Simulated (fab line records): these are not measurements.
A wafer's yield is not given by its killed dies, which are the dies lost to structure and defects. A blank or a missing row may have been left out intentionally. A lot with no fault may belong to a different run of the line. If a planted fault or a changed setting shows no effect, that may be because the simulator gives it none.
Struck lot and sound lot, side by side ; flow n5 finfet ; 16 steps out of a route of 1938
Sound: wafers L888.1, L888.3, L888.6. Struck: wafer L893.5; the same lot's L893.1 was not struck, so it is left out; see the end for the cause.
At each step with rows: each side's tool, then ch and its chambers, then its first start. Under that, the readings that differ: sound wafers ; struck wafers ; difference of the means ; sigmas: that difference in standard deviations of wafers without a fault.
alike: same words and numbers on both sides, and readings whose means sit less than 2 such deviations apart. not compared: any withheld reading, any reading some wafer has no value for, any bound like >300 that may hide the same value, and any number with overlapping values for which the record gives no deviation.
The two part at a step that has a row with sigmas, a row that says differs or no value, or rows on one side only. Numbers that don't overlap but have no deviation are shown without sigmas and don't part them. Lack of a reading on every wafer of one side parts them only where that side has two or more wafers.

first, 7 steps without rows for these wafers: N5_BEOL_M3_COAT_73 (time 60 s, resist thk 5 nm); N5_BEOL_M3_COAT_05 (resist thk 30 nm); N5_BEOL_M3_EBR_07; N5_BEOL_M3_SOFTBAKE_06 (time 60 s); N5_BEOL_M3_EXPOSE_08 (exposes mask M3); N5_BEOL_M3_PEB_09 (peb time 60 s); N5_BEOL_M3_DEVELOP_10 (develop time 30 s).
N5_BEOL_M3_CD_MEAS_11: target cd 17.05 nm.
  sound on cd sem-01 ch 0, day 7 18:10; struck on cd sem-03 ch 0, day 8 17:26
  alike: cd nm
N5_BEOL_M3_OVL_MEAS_12:
  sound on overlay-02 ch 0, day 7 18:12; struck on overlay-01 ch 0, day 8 17:28
  alike: M3_OVL
N5_BEOL_M3_INSPECT_13: inspects for defects (brightfield).
  sound on defect inspect-01 at day 7 18:16; struck on defect inspect-01 at day 8 17:32
  alike: raw defect count
N5_BEOL_M3_DESCUM_16: chemistry O2, time 7 s.
  sound on rie diel-01 ch 0,2,3, day 7 18:18; struck on rie diel-01 ch 2, day 8 17:34
  alike: drypump motor current A, oes product au, rf vpp V, showerhead plenum p Torr, throttle valve pct
  not compared: rf hours counter h
N5_BEOL_M3_ETCH_74: etches underlayer in N2/H2, target depth 6.5 nm, time 5.2 s.
  sound on rie diel-01 ch 0,2,3, day 7 18:20; struck on rie diel-01 ch 2, day 8 17:36
  alike: drypump motor current A, etch rf on time s, oes product au, rf vpp V, showerhead plenum p Torr, throttle valve pct
  not compared: rf hours counter h
N5_BEOL_M3_ETCH_63: etches SiARC in CF4, target depth 15.6 nm, time 26 s.
  sound on rie diel-01 ch 0,2,3, day 7 18:21; struck on rie diel-01 ch 2, day 8 17:37
reading;sound;struck;difference;sigmas
etch rf on time s (s);26.0 26.7 26.2;19.6;-6.7;-12
  alike: drypump motor current A, oes product au, rf vpp V, showerhead plenum p Torr, throttle valve pct
  not compared: rf hours counter h
N5_BEOL_M3_ETCH_64: etches SOC in N2/H2, target depth 75 nm, overetch 15 nm, time 112.5 s.
  sound on rie diel-01 ch 0,2,3, day 7 18:23; struck on rie diel-01 ch 2, day 8 17:38
  alike: drypump motor current A, oes product au, rf vpp V, showerhead plenum p Torr, throttle valve pct
  not compared: rf hours counter h
N5_BEOL_M4_RC_MEAS_101:
  sound on prober-01 ch 0, day 8 14:51; struck on prober-01 ch 0, day 9 10:04
reading;sound;struck;difference;sigmas
DIBL_N (mV/V);37.0 39.5 35.5;32.8;-4.5;-2
DIBL_P (mV/V);39.3 42.1 37.8;31.5;-8.2;-4
IOFF_N (nA/um);0.19 0.25 0.18;0.10;-0.11;-3
IOFF_P (nA/um);0.24 0.29 0.22;0.16;-0.09;-3
ION_N (uA/um);691 700 704;649;-49;-4
SS_P (mV/dec);75.0 74.8 73.7;72.3;-2.2;-3
VT_N (mV);243 242 244;258;+15;+5
  alike: ION_P, SS_N, VT_P
-- record jumps: 3 days separate the struck wafers' starts on either side; left off in module BEOL_M4, taken up again in module PASSIVATION, whose first shown step is the route's number 1936 --
N5_PASSIVATION_PROBE_49:
  only the struck wafers here have rows in the record (prober-02, day 12 14:48); the sound ones have none

## WHERE THEY PART
Last at N5_PASSIVATION_PROBE_49 as far as this record goes, first at N5_BEOL_M3_ETCH_63.

WHY: the cause the simulator had injected
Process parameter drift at N5_BEOL_M3_ETCH_63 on rie diel-01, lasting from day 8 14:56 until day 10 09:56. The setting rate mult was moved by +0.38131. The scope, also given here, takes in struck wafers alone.
